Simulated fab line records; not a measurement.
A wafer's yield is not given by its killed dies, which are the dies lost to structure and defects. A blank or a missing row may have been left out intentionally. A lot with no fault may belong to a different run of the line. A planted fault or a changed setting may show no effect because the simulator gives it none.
Chamber matching | flow n5_finfet | cmp-03 running N5_GATE_CUT_CMP_61: 4 sister chambers
The step polishes, stops on SiNx, t overpolish 3 s. 18 wafers are shown with their chamber, then 9 later ones without.

== EACH WAFER AND ITS CHAMBER ==
wafer  | chamber | motor_current_A (A)
L076.1 | 0       | 10.5
L076.2 | 2       | 12.7
L076.6 | 1       | 14.4
L077.2 | 3       | 11.3
L077.3 | 0       | 10.6
L077.4 | 1       | 14.6
L082.2 | 1       | 14.4
L082.5 | 3       | 10.7
L082.6 | 2       | 13.2
L083.1 | 2       | 12.8
L083.2 | 1       | 14.0
L083.3 | 3       | 11.3
L084.1 | 3       | 11.5
L084.3 | 2       | 12.6
L084.6 | 0       | 10.5
L085.1 | 3       | 11.0
L085.2 | 0       | 10.5
L085.6 | 2       | 12.1

SIGNATURES, as means of the wafers listed above
reading         | chamber 0 | chamber 1 | chamber 2 | chamber 3 | scatter within a chamber
motor_current_A | 10.525    | 14.350    | 12.680    | 11.160    | 0.295
Rule: a wafer lies at a distance from a chamber equal to the root of the sum of squares, over the readings, of (its reading less the chamber's mean, divided by the reading's scatter). If the next closest chamber is less than 2 further off than the closest, the wafer can't be placed; otherwise it belongs to the closest. How the scatter is found: for the shown wafers, subtract from each reading the mean of its chamber, square and add these, divide the total by (wafers less chambers), then take the root.

== WAFERS WITHOUT THEIR CHAMBER ==
wafer  | motor_current_A (A)
L092.1 | 14.5
L092.4 | 13.1
L092.5 | 11.2
L091.1 | 10.4
L091.3 | 13.4
L091.4 | 12.0
L095.1 | 12.7
L095.3 | 13.9
L095.4 | 11.1

== EACH ONE'S CHAMBER ==
wafer  | from the rows above     | in truth
L092.1 | 1                       | 1
L092.4 | 2                       | 2
L092.5 | 3                       | 3
L091.1 | 0                       | 0
L091.3 | can't be placed: 2 or 1 | 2
L091.4 | can't be placed: 2 or 3 | 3
L095.1 | 2                       | 2
L095.3 | 1                       | 1
L095.4 | can't be placed: 3 or 0 | 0
Placed correctly: 6 of 9. Can't be placed from these rows: 3 (the true chamber is among the candidates in 3). Placed wrongly: 0.
